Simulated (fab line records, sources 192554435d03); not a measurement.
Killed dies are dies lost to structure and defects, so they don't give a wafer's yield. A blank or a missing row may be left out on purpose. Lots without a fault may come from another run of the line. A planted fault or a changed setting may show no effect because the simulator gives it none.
One fault seen from 2 desks | flow n5_finfet | each desk has only its own numbers; what lay behind them comes last

THE TOOL OWNER'S DESK: pecvd-04
The tool's own readings at N5_BEOL_M0_SAQP_PECVD_04 (deposits a-Si from SiH4/He, target thk 60 nm, time 60.2 s): means of the sampled wafers that have a number, for each lot that ran on this tool. A lot is out of limits, marked OUT, if its mean lies more than 4 standard deviations from the usual mean; the brackets give that distance.
Columns: A = heater_power_outer_w at N5_BEOL_M0_SAQP_PECVD_04, usual 342 W; B = heater_power_w at N5_BEOL_M0_SAQP_PECVD_04, usual 597 W; C = showerhead_plenum_p_Torr at N5_BEOL_M0_SAQP_PECVD_04, usual 5.64 Torr; D = showerhead_vpp_V at N5_BEOL_M0_SAQP_PECVD_04, usual 628 V; E = throttle_valve_pct at N5_BEOL_M0_SAQP_PECVD_04, usual 17.9 %
lot  | first seen here | A   | B   | C    | D   | E
L460 | day 6 21:11     | 384 | 640 | 5.63 | 642 | 18.4
L469 | day 9 07:18     | 352 | 604 | 5.63 | 620 | 18.4
L470 | day 9 10:30     | 341 | 578 | 5.62 | 623 | 18.5
This desk's finding: nothing out of limits on any of the 3 lots.

THE METROLOGY DESK
What the gauges read, lot by lot, whatever tool the lot ran on: means of the sampled wafers that have a number. A lot is out of limits, marked OUT, if its mean lies more than 4 standard deviations from the usual mean; the brackets give that distance. Of its 11 readings 7 are shown: the one that was out of limits first, and those that lie furthest out on some lot.
Columns: A = thk_nm at N5_BEOL_M0_SAQP_THK_MEAS_05, usual 59.9 nm; B = DIBL_N at N5_BEOL_M4_RC_MEAS_101, usual 37.5 mV/V; C = IOFF_P at N5_BEOL_M4_RC_MEAS_101, usual 0.23 nA/um; D = ION_N at N5_BEOL_M4_RC_MEAS_101, usual 677 uA/um; E = ION_P at N5_BEOL_M4_RC_MEAS_101, usual 464 uA/um; F = SS_N at N5_BEOL_M4_RC_MEAS_101, usual 72.0 mV/dec; G = VT_P at N5_BEOL_M4_RC_MEAS_101, usual -249 mV
lot  | first seen here | A               | B    | C    | D   | E   | F    | G
L454 | day 5 13:14     | 59.6            | 38.7 | 0.21 | 675 | 455 | 72.4 | -251
L458 | day 6 08:02     | 59.6            | 38.3 | 0.22 | 672 | 463 | 72.3 | -251
L460 | day 6 21:17     | 59.8            | 36.6 | 0.17 | 670 | 452 | 71.5 | -256
L469 | day 9 07:24     | 54.9 (-5.9) OUT | 36.4 | 0.22 | 674 | 464 | 71.6 | -247
L470 | day 9 10:36     | 50.0 (-12) OUT  | 40.3 | 0.28 | 693 | 472 | 72.9 | -246
L474 | day 10 09:02    | 59.7            | 39.7 | 0.26 | 685 | 466 | 72.3 | -249
L475 | day 10 18:15    | 60.0            | 36.3 | 0.22 | 674 | 464 | 71.9 | -249
L477 | day 11 04:55    | 60.8            | 38.9 | 0.28 | 682 | 468 | 72.0 | -246
This desk's finding: out of limits on L469, L470; first on L469, day 9 07:24 (thk_nm at N5_BEOL_M0_SAQP_THK_MEAS_05). In limits: L454, L458, L460, L474, L475, L477.

PUT TOGETHER
The metrology desk could have raised an alarm at day 9 07:24, on L469, L470.
The tool owner's desk saw nothing out of limits.
The tool owner's desk has L469, L470 on record, within its limits.
Of the lots named, all ran N5_BEOL_M0_SAQP_PECVD_04 on pecvd-04.

WHAT THE SIMULATOR HAD PUT IN
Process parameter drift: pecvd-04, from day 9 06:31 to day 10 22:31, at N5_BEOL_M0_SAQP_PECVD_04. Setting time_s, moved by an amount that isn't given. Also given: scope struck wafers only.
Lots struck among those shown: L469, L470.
Hours from the fault's start to each desk's first reading out of limits: the metrology desk, 1.
